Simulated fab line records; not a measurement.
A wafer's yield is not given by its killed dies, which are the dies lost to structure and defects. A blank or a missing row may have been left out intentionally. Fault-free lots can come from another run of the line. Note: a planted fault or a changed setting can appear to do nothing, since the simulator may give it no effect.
Chamber matching | flow n5-finfet | N5_BEOL_M0_SAQP_SPACER2_ALD_26 on ald-sin-02 has 4 sister chambers
The step deposits SiO2, target thk 15 nm, pulse time 1 s, purge time 2 s. 4 wafers are shown with their chamber, then 7 later ones without.

## WAFERS, EACH WITH ITS CHAMBER
wafer  | chamber | heater-power-w (W)
L084.3 | 2       | 486
L087.3 | 0       | 524
L088.2 | 1       | 394
L088.3 | 3       | 456

## WAFERS WITH NO CHAMBER GIVEN
wafer  | heater-power-w (W)
L088.4 | 402
L090.1 | 530
L090.3 | 463
L090.4 | 407
L096.3 | 470
L096.4 | 451
L096.5 | 447

## EACH ONE'S CHAMBER
wafer  | from the rows above     | in truth
L088.4 | 1                       | 1
L090.1 | 0                       | 0
L090.3 | can't be placed: 3 or 2 | 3
L090.4 | 1                       | 1
L096.3 | can't be placed: 3 or 2 | 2
L096.4 | 3                       | 3
L096.5 | 3                       | 3
5 of 7 placed correctly. Cannot be placed on the basis of these rows: 2; the candidates contain the true chamber in 2. Number placed wrongly: 0.
How it was worked out, from the rows above alone: a wafer's distance from a chamber is the root of the sum, over the readings, of the square of ((its reading less the chamber's mean) divided by the reading's scatter). If the next closest chamber is less than 2 further off than the closest, the wafer can't be placed; otherwise it belongs to the closest. Each chamber's mean is taken over the wafers shown for it. The scatter: root of mean squared gap, hidden wafer to nearest shown wafer, with one shown wafer a chamber.
